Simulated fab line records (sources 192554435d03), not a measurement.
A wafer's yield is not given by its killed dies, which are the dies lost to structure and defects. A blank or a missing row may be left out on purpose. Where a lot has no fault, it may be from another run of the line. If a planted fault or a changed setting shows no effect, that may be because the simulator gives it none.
Chamber matching :: flow n5 finfet :: 4 sister chambers for N5_BEOL_M10_VIA_ETCH_34 on rie diel-03
The step etches SiCOH lowk in C4F6/O2, target depth 184.5 nm, time 69.2 s. 18 wafers are shown with their chamber, then 9 later ones without.

EACH WAFER AND ITS CHAMBER
wafer: L076.2
chamber: 0
throttle valve pct (%): 20.7
drypump motor current A (A): 5.7
showerhead plenum p Torr (Torr): 2.91

wafer: L076.4
chamber: 2
throttle valve pct (%): 21.6
drypump motor current A (A): 6.2
showerhead plenum p Torr (Torr): 3.03

wafer: L076.5
chamber: 3
throttle valve pct (%): 20.7
drypump motor current A (A): 5.3
showerhead plenum p Torr (Torr): 2.87

wafer: L074.1
chamber: 1
throttle valve pct (%): 21.0
drypump motor current A (A): 6.0
showerhead plenum p Torr (Torr): 2.78

wafer: L074.2
chamber: 0
throttle valve pct (%): 20.7
drypump motor current A (A): 5.7
showerhead plenum p Torr (Torr): 2.91

wafer: L074.3
chamber: 2
throttle valve pct (%): 21.6
drypump motor current A (A): 6.1
showerhead plenum p Torr (Torr): 3.03

wafer: L078.2
chamber: 1
throttle valve pct (%): 21.0
drypump motor current A (A): 6.0
showerhead plenum p Torr (Torr): 2.78

wafer: L078.4
chamber: 2
throttle valve pct (%): 21.6
drypump motor current A (A): 6.2
showerhead plenum p Torr (Torr): 3.03

wafer: L078.6
chamber: 3
throttle valve pct (%): 20.7
drypump motor current A (A): 5.3
showerhead plenum p Torr (Torr): 2.87

wafer: L079.3
chamber: 3
throttle valve pct (%): 20.7
drypump motor current A (A): 5.3
showerhead plenum p Torr (Torr): 2.87

wafer: L079.4
chamber: 0
throttle valve pct (%): 20.7
drypump motor current A (A): 5.7
showerhead plenum p Torr (Torr): 2.90

wafer: L079.5
chamber: 3
throttle valve pct (%): 20.7
drypump motor current A (A): 5.3
showerhead plenum p Torr (Torr): 2.87

wafer: L082.1
chamber: 3
throttle valve pct (%): 20.8
drypump motor current A (A): 5.3
showerhead plenum p Torr (Torr): 2.86

wafer: L082.5
chamber: 0
throttle valve pct (%): 20.7
drypump motor current A (A): 5.7
showerhead plenum p Torr (Torr): 2.90

wafer: L082.6
chamber: 3
throttle valve pct (%): 20.8
drypump motor current A (A): 5.3
showerhead plenum p Torr (Torr): 2.86

wafer: L085.4
chamber: 3
throttle valve pct (%): 20.7
drypump motor current A (A): 5.3
showerhead plenum p Torr (Torr): 2.86

wafer: L085.5
chamber: 2
throttle valve pct (%): 21.6
drypump motor current A (A): 6.2
showerhead plenum p Torr (Torr): 3.02

wafer: L085.6
chamber: 1
throttle valve pct (%): 21.0
drypump motor current A (A): 6.0
showerhead plenum p Torr (Torr): 2.77

SIGNATURES, as means of the wafers listed above
reading: throttle valve pct
chamber 0: 20.700
chamber 1: 21.000
chamber 2: 21.600
chamber 3: 20.729
scatter within a chamber: 0.0319

reading: drypump motor current A
chamber 0: 5.700
chamber 1: 6.000
chamber 2: 6.175
chamber 3: 5.300
scatter within a chamber: 0.0231

reading: showerhead plenum p Torr
chamber 0: 2.9050
chamber 1: 2.7767
chamber 2: 3.0275
chamber 3: 2.8657
scatter within a chamber: 0.00543
Rule: a wafer's distance from a chamber is the root of the sum, over the readings, of the square of ((its reading less the chamber's mean) divided by the reading's scatter). The wafer belongs to the nearest chamber; if the next one is less than 2 further off, it can't be placed. How the scatter is found: for the shown wafers, subtract from each reading the mean of its chamber, square and add these, divide the total by (wafers less chambers), then take the root.

WAFERS WITHOUT THEIR CHAMBER
wafer: L084.1
throttle valve pct (%): 20.8
drypump motor current A (A): 5.3
showerhead plenum p Torr (Torr): 2.86

wafer: L084.2
throttle valve pct (%): 20.8
drypump motor current A (A): 5.7
showerhead plenum p Torr (Torr): 2.90

wafer: L084.4
throttle valve pct (%): 21.6
drypump motor current A (A): 6.2
showerhead plenum p Torr (Torr): 3.02

wafer: L088.3
throttle valve pct (%): 21.0
drypump motor current A (A): 5.9
showerhead plenum p Torr (Torr): 2.77

wafer: L088.5
throttle valve pct (%): 20.8
drypump motor current A (A): 5.3
showerhead plenum p Torr (Torr): 2.86

wafer: L088.6
throttle valve pct (%): 20.8
drypump motor current A (A): 5.7
showerhead plenum p Torr (Torr): 2.89

wafer: L096.2
throttle valve pct (%): 21.6
drypump motor current A (A): 6.1
showerhead plenum p Torr (Torr): 3.01

wafer: L096.3
throttle valve pct (%): 21.1
drypump motor current A (A): 5.9
showerhead plenum p Torr (Torr): 2.76

wafer: L096.5
throttle valve pct (%): 21.1
drypump motor current A (A): 6.0
showerhead plenum p Torr (Torr): 2.76

THE CHAMBER EACH PASSED THROUGH
wafer: L084.1
from the rows above: 3
in truth: 3

wafer: L084.2
from the rows above: 0
in truth: 0

wafer: L084.4
from the rows above: 2
in truth: 2

wafer: L088.3
from the rows above: 1
in truth: 1

wafer: L088.5
from the rows above: 3
in truth: 3

wafer: L088.6
from the rows above: 0
in truth: 0

wafer: L096.2
from the rows above: 2
in truth: 2

wafer: L096.3
from the rows above: 1
in truth: 1

wafer: L096.5
from the rows above: 1
in truth: 1
Correct placement for 9 of the 9. From these rows, 0 cannot be placed. Number placed wrongly: 0.
